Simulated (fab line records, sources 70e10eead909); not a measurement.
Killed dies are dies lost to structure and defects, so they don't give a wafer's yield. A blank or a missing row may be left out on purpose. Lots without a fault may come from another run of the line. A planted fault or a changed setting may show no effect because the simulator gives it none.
A struck lot beside a sound one | flow nand_harc | 25 steps out of a route of 1159
Sound: wafers L503.1, L503.3, L503.4. Struck: wafers L507.1, L507.2, L507.6. The cause comes at the end.
At each step with rows: each side's tool, then ch and its chambers, then its first start. Under that, the readings that differ: sound wafers | struck wafers | difference of the means | sigmas: that difference in standard deviations of wafers without a fault.
alike: readings whose means differ by less than 2 such deviations, and words and numbers that are the same on both sides. not compared: withheld readings, readings that some wafer has no value for, bounds like >300 that may hide the same value, and numbers for which the record gives no deviation and whose values overlap.
The two part at a step that has a row with sigmas, a row that says differs or no value, or rows on one side only. Numbers that don't overlap but have no deviation are shown without sigmas and don't part them. A reading that every wafer of one side lacks parts them only if that side has two wafers or more.

NHARC_P_CONTACT_DEP_00: deposits SiO2, target thk 500 nm.
  sound on pecvd-04 ch 0,1; struck on pecvd-02 ch 1,2
  alike: heater_power_w, mfc_precursor_sccm, throttle_valve_pct
NHARC_P_CONTACT_CMP_01: polishes SiO2, target thk 200 nm.
  sound on cmp-04 ch 1,2,3, day 6 18:52; struck on cmp-04 ch 0,2,3, day 8 09:24
  alike: motor_current_A
then, 9 steps without rows for these wafers: NHARC_P_CONTACT_SRD_03; NHARC_P_CONTACT_DEHYDRATE_04 (time 120 s); NHARC_P_CONTACT_HMDS_05 (time 30 s); NHARC_P_CONTACT_COAT_33 (time 75 s); NHARC_P_CONTACT_COAT_34 (time 65 s); NHARC_P_CONTACT_COAT_06 (resist thk 90 nm); NHARC_P_CONTACT_SOFTBAKE_07 (time 55 s); NHARC_P_CONTACT_EBR_08; NHARC_P_CONTACT_EXPOSE_09 (exposes mask P CA, target cd 90 nm).
NHARC_P_CONTACT_PEB_10: peb time 65 s.
  sound on litho_track-01 ch 0, day 6 19:37; struck on litho_track-01 ch 0, day 8 10:05
  reading                  | sound             | struck               | difference | sigmas
  heater_power_total_W (W) | 156.6 156.1 155.9 | 158.5 158.5 159.6    | +2.7       | +7
  plate_temp_C (C)         | 99.94 99.90 99.87 | 101.23 101.27 101.25 | +1.35      | +11
then, 1 step without rows for these wafers: NHARC_P_CONTACT_DEVELOP_11 (develop time 35 s).
NHARC_P_CONTACT_CD_MEAS_12: target cd 90 nm.
  sound on cd_sem-02 ch 0, day 6 19:41; struck on cd_sem-01 ch 0
  reading    | sound          | struck         | difference | sigmas
  cd_nm (nm) | 89.0 89.8 89.5 | 93.8 93.5 95.0 | +4.7       | +8
  not compared: hold
NHARC_P_CONTACT_OVL_MEAS_13:
  sound on overlay-02, day 6 19:46; struck on overlay-01, day 8 14:14
  reading           | sound          | struck                                                                     | difference                   | sigmas
  hold              | - - -          | await_dispo/3.8h/release await_dispo/3.8h/release await_dispo/3.8h/release | no value on the sound wafers |
  overlay_x_nm (nm) | -1.1 -0.9 -1.0 | 1.3 1.4 0.7                                                                | +2.1                         | +2
  alike: overlay_y_nm
NHARC_P_CONTACT_INSPECT_14:
  sound on defect_inspect-01, day 6 19:49; struck on defect_inspect-01, day 8 14:17
  alike: raw_defect_count
NHARC_P_CONTACT_DESCUM_17: chemistry O2, time 3 s.
  sound on rie_diel-04 ch 0,1,2, day 6 19:52; struck on rie_diel-04 ch 1,3, day 8 14:27
  reading                    | sound             | struck            | difference | sigmas
  model.P_CONTACT.cd_nm (nm) | 89.93 90.53 89.03 | 93.48 94.07 94.99 | +4.35      |
  alike: drypump_motor_current_A, oes_product_au, rf_vpp_V, showerhead_plenum_p_Torr, throttle_valve_pct
  not compared: rf_hours_counter_h
then, 1 step without rows for these wafers: NHARC_P_CONTACT_ETCH_35 (etches the open film in CF4, target depth 39 nm, time 65 s).
NHARC_P_CONTACT_ETCH_36: etches the open film in N2/H2, target depth 260 nm, time 406.25 s.
  sound on rie_diel-04 ch 0,1,2; struck on rie_diel-04 ch 0,3
  alike: drypump_motor_current_A, oes_product_au, rf_vpp_V, showerhead_plenum_p_Torr, throttle_valve_pct
  not compared: rf_hours_counter_h
NHARC_P_CONTACT_ETCH_18: etches the open film in C4F8/O2/Ar, target depth 481 nm, time 240.5 s.
  sound on rie_diel-04 ch 0,2,3; struck on rie_diel-04 ch 0,3
  alike: oes_product_au, rf_vpp_V
  not compared: rf_hours_counter_h
then, 1 step without rows for these wafers: NHARC_P_CONTACT_STRIP_37 (strips in C4F8/O2/Ar).
NHARC_P_CONTACT_ETCH_31: etches the open film in CH3F/O2, target depth 30 nm, time 85.7 s.
  sound on rie_diel-04 ch 0,1,2; struck on rie_diel-04 ch 0,1,3
  reading                    | sound            | struck           | difference | sigmas
  model.P_CONTACT.cd_nm (nm) | 91.57 88.72 89.5 | 92.91 93.89 94.5 | +3.84      |
  alike: drypump_motor_current_A, oes_product_au, rf_vpp_V, showerhead_plenum_p_Torr, throttle_valve_pct
  not compared: rf_hours_counter_h
NHARC_P_CONTACT_CD_MEAS_19:
  sound on cd_sem-03, day 6 20:44; struck on cd_sem-01, day 8 15:19
  reading    | sound          | struck         | difference | sigmas
  cd_nm (nm) | 91.7 88.5 89.3 | 93.0 93.7 94.4 | +3.9       | +3
  not compared: hold
NHARC_P_CONTACT_STRIP_28: strips in O2.
  sound on rie_diel-04 ch 0,1,3, day 6 20:49; struck on rie_diel-08 ch 0,1,2, day 8 15:25
  alike: drypump_motor_current_A, oes_product_au, rf_vpp_V, showerhead_plenum_p_Torr, throttle_valve_pct
  not compared: hold, rf_hours_counter_h
-- the record jumps here: 16 days lie between the struck wafers' starts before and after (it left off in module P_CONTACT and takes up again in module END, whose first step shown is number 1159 of the route) --
NHARC_END_SORT_01:
  sound on prober-01 ch 0, day 19 23:41; struck on prober-02 ch 0, day 24 06:00
  alike: killed_at_array, killed_at_other, killed_at_periphery, killed_dies, killed_open, killed_short

WHERE THEY PART
First at NHARC_P_CONTACT_PEB_10; last, within this record, at NHARC_P_CONTACT_CD_MEAS_19. Later steps at which nothing parts them and some readings are alike: NHARC_P_CONTACT_STRIP_28, NHARC_END_SORT_01.

WHY: what the simulator had put in
Process parameter drift: litho_track-01, from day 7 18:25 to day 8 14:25, at NHARC_P_CONTACT_PEB_10. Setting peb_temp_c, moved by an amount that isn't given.
